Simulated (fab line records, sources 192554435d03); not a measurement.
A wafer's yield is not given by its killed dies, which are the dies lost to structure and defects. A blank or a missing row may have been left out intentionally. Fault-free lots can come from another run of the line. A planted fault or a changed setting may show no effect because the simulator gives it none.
Lot-split experiment ; flow n5 finfet ; 21 wafers read from 7 lots, route of 1938 steps

THE SPLIT ITSELF
At N5_BEOL_M13_COAT_04 (resist thk 400 nm), the setting spin rpm was moved away from the recipe's 1625 rpm on 10 of the 21 wafers read, by -10.0% to +9.7%. All remaining wafers had this setting at the recipe value.

FROM THE SPLIT TO THE READING: what the file shows between them, 4 steps
- N5_BEOL_M13_EBR_06
- N5_BEOL_M13_SOFTBAKE_05: time 60 s
- N5_BEOL_M13_DESCUM_15: chemistry O2, time 7.9 s
- N5_BEOL_M13_ETCH_59: etches BARC in N2/H2, target depth 89 nm, overetch 26.7 nm, time 67.9 s

THE READING
coat_of_BEOL_M13_COAT_04.thk nm (the simulator's own value, which no gauge read), in nm, at N5_BEOL_M13_VIA_ETCH_16 (etches SiOC in C4F8/O2/Ar, target depth 921.7 nm). The file does not state a usual value for it. The 11 wafers here that ran the recipe average 69.8 nm, standard deviation 3.9 nm.

wafer;tool, chamber at the split;spin rpm as run, rpm;against the recipe;coat_of_BEOL_M13_COAT_04.thk nm, nm;against lot-mates on the recipe
L075.4;litho track-02, 0;1463;-10.0%;86.6;+21.8
L075.5;litho track-02, 0;1463;-10.0%;91.8;+27.0
L075.6;litho track-02, 0;1625;recipe;64.8;-
L077.1;litho track-03, 0;1484;-8.7%;86.8;+18.7
L077.2;litho track-03, 0;1625;recipe;72.4;-
L077.5;litho track-03, 0;1625;recipe;63.8;-
L076.1;litho track-03, 0;1625;recipe;75;-
L076.3;litho track-03, 0;1625;recipe;71.8;-
L076.6;litho track-03, 0;1625;recipe;68;-
L078.1;litho track-02, 0;1625;recipe;70.6;-
L078.4;litho track-02, 0;1562;-3.9%;75;+4.4
L078.5;litho track-02, 0;1562;-3.9%;76.2;+5.6
L092.3;litho track-04, 0;1569;-3.4%;81.4;no lot-mate on the recipe
L092.4;litho track-04, 0;1569;-3.4%;76.4;no lot-mate on the recipe
L092.5;litho track-04, 0;1569;-3.4%;75;no lot-mate on the recipe
L095.3;litho track-02, 0;1625;recipe;76.4;-
L095.4;litho track-02, 0;1625;recipe;69.8;-
L095.5;litho track-02, 0;1535;-5.5%;79.6;+6.5
L096.1;litho track-04, 0;1625;recipe;69.6;-
L096.2;litho track-04, 0;1782;+9.7%;55;-12.5
L096.4;litho track-04, 0;1625;recipe;65.4;-

THE FIT
A straight line over all 21 wafers: coat_of_BEOL_M13_COAT_04.thk nm changes by -1.81 nm for each +1% of spin rpm; r = -0.92; the points scatter about the line by 3.4 nm.
The same after taking each lot's own level away (the mean of its wafers on the recipe; 18 wafers): -1.93 nm for each +1%; r = -0.93; scatter 3.8 nm.
The reading moves by 19 nm for the largest change in spin rpm, on that fit.
The lots' own levels span 64.80 to 73.10 nm, that is 2.1 times the standard deviation above.
Consequently the slope shifts little with the lot-to-lot level, the two slopes agreeing.
Check: +19.2 nm against its lot-mates is what the line predicts for one of the wafers moved furthest among these (-10.0%) when that wafer is left out of the fit. It came out at +21.8 nm against them.

ADDITIONAL SPLITS CARRIED BY THESE WAFERS
Other splits were also applied to these wafers ahead of the reading. Each is held against what the fit with the lots' levels taken away leaves over:
other split on the same wafers;wafers away from the commonest value;r with coat_of_BEOL_M13_COAT_04.thk nm (lot level and that fit taken away)
N5_BEOL_M11_ETCH_62 time s;5;-0.03
N5_BEOL_M13_COAT_58 spin rpm;7;-0.04

THE WHOLE CHAIN: every reading that the file lists as answering this split, in the file's order
step;what it does;reading;change (the file's fit);r (the file's)
N5_BEOL_M13_COAT_04;resist thk 400 nm;coat_of_BEOL_M13_COAT_04.thk nm (the simulator's own value, which no gauge read);-2.06 nm for each +1% of the setting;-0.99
N5_BEOL_M13_DESCUM_15;chemistry O2, time 7.9 s;coat_of_BEOL_M13_COAT_04.thk nm (the simulator's own value, which no gauge read);-2.05 nm for each +1% of the setting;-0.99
N5_BEOL_M13_VIA_ETCH_16;etches SiOC in C4F8/O2/Ar, target depth 921.7 nm;coat_of_BEOL_M13_COAT_04.thk nm (the simulator's own value, which no gauge read);-1.85 nm for each +1% of the setting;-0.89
N5_BEOL_M13_STRIP_63;strips in N2/H2;strip time to endpoint s;withheld for each +1% of the setting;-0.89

FILE'S OWN FIT
coat_of_BEOL_M13_COAT_04.thk nm changes by -1.85 nm for each +1% of spin rpm, r = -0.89.
